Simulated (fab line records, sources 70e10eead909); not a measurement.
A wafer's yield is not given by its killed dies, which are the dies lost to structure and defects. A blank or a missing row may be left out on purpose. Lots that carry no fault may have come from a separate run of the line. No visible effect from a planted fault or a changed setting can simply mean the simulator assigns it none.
Which tool is to blame? :: flow nand harc :: 12 lots, 36 wafers sampled, at 2 steps of a route of 1302

## WHAT THE GAUGES READ, wafer by wafer
NHARC_A_SOURCE_PLATE_INSPECT_08.
lot: L075
measured: day 8 06:58
on: defect inspect-02
raw defect count: 26 48 44

lot: L077
measured: day 8 18:56
on: defect inspect-02
raw defect count: 178 127 109

lot: L079
measured: day 9 14:40
on: defect inspect-02
raw defect count: 22 21 20

lot: L081
measured: day 10 05:13
on: defect inspect-02
raw defect count: 80 54 40

lot: L083
measured: day 11 05:21
on: defect inspect-01
raw defect count: 76 95 56

lot: L085
measured: day 12 04:55
on: defect inspect-01
raw defect count: 73 78 53

lot: L087
measured: day 13 03:11
on: defect inspect-02
raw defect count: 89 80 125

lot: L089
measured: day 13 20:38
on: defect inspect-01
raw defect count: 36 42 61

lot: L091
measured: day 14 15:38
on: defect inspect-02
raw defect count: 51 73 108

lot: L093
measured: day 15 22:18
on: defect inspect-02
raw defect count: 34 26 61

lot: L095
measured: day 16 03:57
on: defect inspect-01
raw defect count: 32 38 39

lot: L097
measured: day 17 04:58
on: defect inspect-02
raw defect count: 48 49 16

## WHAT TOOL EACH LOT RAN ON (gives the tool, then ch and the chambers of the sampled wafers, and finally the start)
lot: L075
NHARC_P_BONDPAD_DEP_00: pecvd-02 ch 1,2, day 7 00:41

lot: L077
NHARC_P_BONDPAD_DEP_00: pecvd-04 ch 1,2, day 7 13:56

lot: L079
NHARC_P_BONDPAD_DEP_00: pecvd-04 ch 0,2, day 8 12:18

lot: L081
NHARC_P_BONDPAD_DEP_00: pecvd-04 ch 0,2, day 9 05:32

lot: L083
NHARC_P_BONDPAD_DEP_00: pecvd-01 ch 0,1, day 10 03:00

lot: L085
NHARC_P_BONDPAD_DEP_00: pecvd-02 ch 0,2, day 11 01:16

lot: L087
NHARC_P_BONDPAD_DEP_00: pecvd-01 ch 0,1, day 12 00:29

lot: L089
NHARC_P_BONDPAD_DEP_00: pecvd-02 ch 0,1, day 12 18:13

lot: L091
NHARC_P_BONDPAD_DEP_00: pecvd-04 ch 0,1,2, day 13 12:57

lot: L093
NHARC_P_BONDPAD_DEP_00: pecvd-01 ch 0,1,2, day 14 17:56

lot: L095
NHARC_P_BONDPAD_DEP_00: pecvd-04 ch 0,1,2, day 15 01:21

lot: L097
NHARC_P_BONDPAD_DEP_00: pecvd-02 ch 0,1,2, day 15 21:50
- NHARC_P_BONDPAD_DEP_00: deposits SiCN, target thk 250 nm.

## THE ANSWER, worked out from the rows above alone
Rule: the lots themselves supply what counts as usual. The widest of any qualifying gaps counts: lots, ordered by their means at a reading, are off when they make up no more than a third of the lots, leave a main group of 4 or more, and stand apart from it by 3 or more times the standard deviation of that group's means. A main group whose means are all the same, to the digits that the tables above print for the reading, isn't used. A lot without any number at a reading at which 4 lots or more have one is off too. The other lots that the step has rows for count as sound.
Nothing can be told from this: no lot is off at any reading shown.

## WHAT THE SIMULATOR HAD INSERTED
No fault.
